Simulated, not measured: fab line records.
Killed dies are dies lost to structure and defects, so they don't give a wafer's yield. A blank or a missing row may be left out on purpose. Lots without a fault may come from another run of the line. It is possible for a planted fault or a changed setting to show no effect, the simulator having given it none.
What tool caused it? | flow nand harc | 12 lots, 36 wafers sampled, at 6 steps of a route of 1159

WHAT THE GAUGES SHOWED, per wafer
NHARC_A_BONDPAD_THK_MEAS_30: measures by ellipsometry.
lot  | measured     | on            | thk nm (nm)
L905 | day 18 09:11 | film metro-01 | 200.2 202.5 200.3
L903 | day 18 09:59 | film metro-01 | 200.1 199.5 201.1
L902 | day 18 13:01 | film metro-01 | 201.1 200.5 200.6
L907 | day 19 00:31 | film metro-02 | 201.8 200.7 201.8
L909 | day 19 06:59 | film metro-02 | 199.2 198.9 199.5
L908 | day 19 08:03 | film metro-02 | 199.5 200.0 202.9
L918 | day 22 04:31 | film metro-02 | 200.6 200.1 200.7
L920 | day 22 06:07 | film metro-02 | 198.8 200.3 200.5
L921 | day 22 15:51 | film metro-02 | 201.7 201.7 199.7
L923 | day 23 04:41 | film metro-01 | 201.9 201.3 199.9
L922 | day 23 11:35 | film metro-01 | 200.9 198.5 198.8
L925 | day 23 16:51 | film metro-01 | 199.3 201.3 199.9

NHARC_A_BONDPAD_CD_MEAS_09: the cd target is 500 nm.
lot  | measured     | on        | cd nm (nm)
L905 | day 18 09:46 | cd sem-02 | 499.8 502.3 501.6
L903 | day 18 10:33 | cd sem-03 | 499.0 499.9 497.7
L902 | day 18 13:35 | cd sem-01 | 502.4 500.4 503.8
L907 | day 19 01:05 | cd sem-03 | 506.1 500.9 501.9
L909 | day 19 07:27 | cd sem-03 | 499.5 499.6 499.7
L908 | day 19 08:37 | cd sem-03 | 503.0 501.7 499.2
L918 | day 22 05:05 | cd sem-03 | 498.0 499.5 501.7
L920 | day 22 06:41 | cd sem-01 | 499.6 498.8 499.4
L921 | day 22 16:25 | cd sem-01 | 502.5 501.8 500.9
L923 | day 23 05:07 | cd sem-01 | 500.6 502.4 500.2
L922 | day 23 12:10 | cd sem-02 | 501.5 502.6 502.8
L925 | day 23 17:17 | cd sem-03 | 500.2 496.5 498.3

NHARC_A_BONDPAD_THK_MEAS_20: measures by xrf.
lot  | measured     | on            | thk nm (nm)
L905 | day 18 12:26 | film metro-01 | 170.5 172.0 170.3
L903 | day 18 13:14 | film metro-02 | 169.2 171.1 169.7
L902 | day 18 16:14 | film metro-02 | 170.8 168.9 165.2
L907 | day 19 03:44 | film metro-01 | 170.9 172.3 171.0
L909 | day 19 10:01 | film metro-02 | 30.8 28.9 29.2 30.2 28.3 31.4
L908 | day 19 11:14 | film metro-01 | 27.5 28.9 29.2 30.9 30.5 30.1
L918 | day 22 07:40 | film metro-02 | 168.3 170.5 167.2
L920 | day 22 09:22 | film metro-02 | 171.8 170.3 168.4
L921 | day 22 19:04 | film metro-01 | 169.6 170.6 169.7
L923 | day 23 08:29 | film metro-02 | 169.8 169.3 169.0
L922 | day 23 14:55 | film metro-02 | 167.1 169.3 169.7
L925 | day 23 19:56 | film metro-01 | 168.6 166.3 171.4

NHARC_END_SORT_01.
lot  | measured     | on        | defect limited yield (%) | killed at array | killed at other | killed at periphery | killed dies | killed open | killed short | sort_bin_2_pct (%) | sort_bin_3_pct (%) | sort_bin_4_pct (%) | sort n pass | sort rim yield pct (%) | sort yield pct (%)
L905 | day 19 12:22 | prober-02 | 97.6 97.9 97.2           | 12 10 16        | 0 0 0           | 4 4 3               | 16 14 19    | 4 1 3       | 0 0 4        | 0.9 0.7 1.0        | 0 0 0.15           | 1.5 1.3 1.6        | 661 663 658 | 100.0 98.1 99.1        | 97.6 97.9 97.2
L903 | day 20 13:37 | prober-02 | 92.9 95.3 93.2           | 42 23 34        | 2 1 1           | 4 8 11              | 48 32 46    | 3 3 1       | 5 1 2        | 1.0 1.2 1.9        | 0.15 0.30 0        | 5.9 3.2 4.9        | 629 645 631 | 99.1 98.1 97.2         | 92.9 95.3 93.2
L902 | day 19 21:14 | prober-02 | 98.5 97.9 99.0           | 9 11 5          | 0 0 0           | 1 3 2               | 10 14 7     | 2 5 4       | 2 1 1        | 0.3 0.6 0.4        | 0.30 0 0           | 0.9 1.5 0.6        | 667 663 670 | 100.0 97.2 99.1        | 98.5 97.9 99.0
L907 | day 21 04:28 | prober-02 | 97.9 97.9 97.6           | 13 11 12        | 0 0 0           | 1 3 4               | 14 14 16    | 1 2 4       | 1 1 1        | 0.3 0.7 0.6        | 0.30 0 0           | 1.5 1.3 1.8        | 663 663 661 | 99.1 99.1 99.1         | 97.9 97.9 97.6
L918 | day 23 14:38 | prober-02 | 94.2 94.7 94.1           | 33 33 35        | 0 0 1           | 6 3 4               | 39 36 40    | 10 1 6      | 3 2 3        | 1.3 1.6 1.6        | 0.30 0.30 0.30     | 4.1 3.4 4.0        | 638 641 637 | 93.4 95.3 97.2         | 94.2 94.7 94.1
L920 | day 23 15:29 | prober-01 | 94.8 97.0 96.5           | 31 16 21        | 1 2 0           | 3 2 3               | 35 20 24    | 7 3 3       | 4 1 4        | 1.3 1.2 1.0        | 0.15 0.15 0.30     | 3.7 1.6 2.2        | 642 657 653 | 96.2 99.1 100.0        | 94.8 97.0 96.5
L921 | day 24 06:12 | prober-02 | 92.6 93.5 93.1           | 43 39 44        | 0 0 0           | 7 5 3               | 50 44 47    | 3 1 3       | 2 1 1        | 1.8 1.8 2.1        | 0.59 0.44 0.15     | 5.0 4.3 4.7        | 627 633 630 | 94.3 96.2 96.2         | 92.6 93.5 93.1
L923 | day 25 08:32 | prober-01 | 95.9 94.5 94.4           | 27 29 33        | 0 2 1           | 1 6 4               | 28 37 38    | 0 3 2       | 1 0 2        | 0.6 1.0 2.1        | 0.15 0 0.44        | 3.4 4.4 3.1        | 649 640 639 | 100.0 95.3 100.0       | 95.9 94.5 94.4
L922 | day 25 01:31 | prober-02 | 93.8 92.3 92.2           | 31 46 42        | 2 1 4           | 9 5 7               | 42 52 53    | 2 3 5       | 0 4 3        | 1.9 1.3 2.4        | 0.44 0.30 0.59     | 3.8 6.1 4.9        | 635 625 624 | 93.4 98.1 97.2         | 93.8 92.3 92.2
L925 | day 25 17:10 | prober-01 | 93.9 93.4 95.3           | 36 44 30        | 0 0 0           | 5 1 2               | 41 45 32    | 4 4 4       | 2 2 2        | 1.5 2.1 1.8        | 0.59 0.59 0        | 4.0 4.0 3.0        | 636 632 645 | 98.1 96.2 99.1         | 93.9 93.4 95.3

TOOL THAT RAN EACH LOT (tool first, then ch and the chambers of the sampled wafers, then the start)
lot  | NHARC_A_BONDPAD_ETCH_12                       | NHARC_A_BONDPAD_ECD_18
L905 | rie diel-09 ch 0,3, day 18 11:19 or earlier   | ecd cu-01 ch 0,1, day 18 11:19
L903 | rie diel-09 ch 0,2,3, day 18 12:04 or earlier | ecd cu-02 ch 0,1, day 18 12:04
L902 | rie diel-03 ch 1,2,3, day 18 15:11 or earlier | ecd cu-02 ch 0,1, day 18 15:11
L907 | rie diel-03 ch 1,2, day 19 02:42 or earlier   | ecd cu-02 ch 0,1, day 19 02:42
L909 | rie diel-03 ch 0,2,3, day 19 08:58 or earlier | ecd cu-01 ch 0,1, day 19 08:58
L908 | rie diel-03 ch 2,3, day 19 10:18 or earlier   | ecd cu-01 ch 0,1, day 19 10:18
L918 | rie diel-03 ch 0,1,2, day 22 06:40 or earlier | ecd cu-01 ch 1, day 22 06:40
L920 | rie diel-09 ch 2,3, day 22 08:20 or earlier   | ecd cu-01 ch 0,1, day 22 08:20
L921 | rie diel-09 ch 0,1,2, day 22 18:05 or earlier | ecd cu-02 ch 0,1, day 22 18:05
L923 | rie diel-09 ch 1,3, day 23 07:25 or earlier   | ecd cu-01 ch 0,1, day 23 07:25
L922 | rie diel-09 ch 1,2,3, day 23 13:52 or earlier | ecd cu-01 ch 0,1, day 23 13:52
L925 | rie diel-10 ch 0,1,2, day 23 18:51 or earlier | ecd cu-01 ch 0,1, day 23 18:51
- NHARC_A_BONDPAD_ETCH_12: etches the open film in CHF3/O2, target depth 220 nm, time 110 s.
- NHARC_A_BONDPAD_ECD_18: material Cu, target thk 400 nm.

WHAT THE TOOLS THEMSELVES READ (means of the sampled wafers that have a number; where no wafer has one, the mark that the record gives instead)
NHARC_A_BONDPAD_ETCH_12.
lot  | tool        | drypump motor current A (A) | oes product au (a.u.) | rf vpp V (V) | showerhead plenum p Torr (Torr) | throttle valve pct (%)
L905 | rie diel-09 | 6.5                         | 0.957                 | 370.6        | 2.40                            | 20.568
L903 | rie diel-09 | 6.0                         | 0.920                 | 370.5        | 2.42                            | 20.574
L902 | rie diel-03 | 5.7                         | 0.931                 | 370.6        | 2.42                            | 20.574
L907 | rie diel-03 | 5.7                         | 0.928                 | 370.5        | 2.37                            | 20.568
L909 | rie diel-03 | 5.9                         | 0.921                 | 371.2        | 2.44                            | 20.573
L908 | rie diel-03 | 5.7                         | 0.929                 | 372.6        | 2.50                            | 20.586
L918 | rie diel-03 | 5.9                         | 0.925                 | 370.7        | 2.39                            | 20.567
L920 | rie diel-09 | 6.0                         | 0.926                 | 369.3        | 2.34                            | 20.561
L921 | rie diel-09 | 5.7                         | 0.961                 | 373.0        | 2.47                            | 20.578
L923 | rie diel-09 | 6.0                         | 0.974                 | 368.9        | 2.34                            | 20.572
L922 | rie diel-09 | 5.7                         | 0.929                 | 369.9        | 2.39                            | 20.564
L925 | rie diel-10 | 6.2                         | 0.958                 | 370.7        | 2.39                            | 20.568

NHARC_A_BONDPAD_ECD_18.
lot  | tool      | bath heat duty pct (%) | bath temp c (C)
L905 | ecd cu-01 | 7.0                    | 25.03
L903 | ecd cu-02 | 7.3                    | 24.96
L902 | ecd cu-02 | 6.7                    | 25.02
L907 | ecd cu-02 | 8.0                    | 25.02
L909 | ecd cu-01 | -                      | -
L908 | ecd cu-01 | -                      | -
L918 | ecd cu-01 | 7.2                    | 25.00
L920 | ecd cu-01 | 6.5                    | 25.18
L921 | ecd cu-02 | 7.7                    | 24.93
L923 | ecd cu-01 | 6.6                    | 25.02
L922 | ecd cu-01 | 6.4                    | 24.97
L925 | ecd cu-01 | 6.5                    | 25.05

THE ANSWER, worked out from the rows above alone
Rule: the lots themselves supply what counts as usual. Put in order of their means at a reading, lots are off if they are a third of the lots or fewer, leave a main group of 4 or more, and stand apart from it by a gap of 3 or more times the standard deviation of the main group's means; of several such gaps the widest counts. A main group is skipped when, at the precision printed for the reading in the tables above, its means are all equal. A lot without any number at a reading at which 4 lots or more have one is off too. Where the step has rows for the other lots, those lots are counted as sound. The gauges are gone through in route order, then the tools' own readings, and for those a lot's mean is taken as printed above. At the first step where some lot is off, the reading lying furthest off is the one used; lots without a number count as furthest.
Off: L909, L908 (NHARC_A_BONDPAD_THK_MEAS_20, thk nm). The main group: mean 169.6 nm, standard deviation 0.99.
If a tool, at a process step before that reading, ran all the lots that are off and no sound lot after the first of them, it fits. Not tried: the gauges at NHARC_A_BONDPAD_THK_MEAS_20; whatever is off there is also off at NHARC_A_BONDPAD_ECD_18, on other tools, and gauge error can't account for it. Because NHARC_A_BONDPAD_ETCH_12 lacks a start for some lots, the hours and order of its lots are taken from NHARC_A_BONDPAD_ECD_18. No candidate that was tried fits.

WHAT THE SIMULATOR HAD PUT IN
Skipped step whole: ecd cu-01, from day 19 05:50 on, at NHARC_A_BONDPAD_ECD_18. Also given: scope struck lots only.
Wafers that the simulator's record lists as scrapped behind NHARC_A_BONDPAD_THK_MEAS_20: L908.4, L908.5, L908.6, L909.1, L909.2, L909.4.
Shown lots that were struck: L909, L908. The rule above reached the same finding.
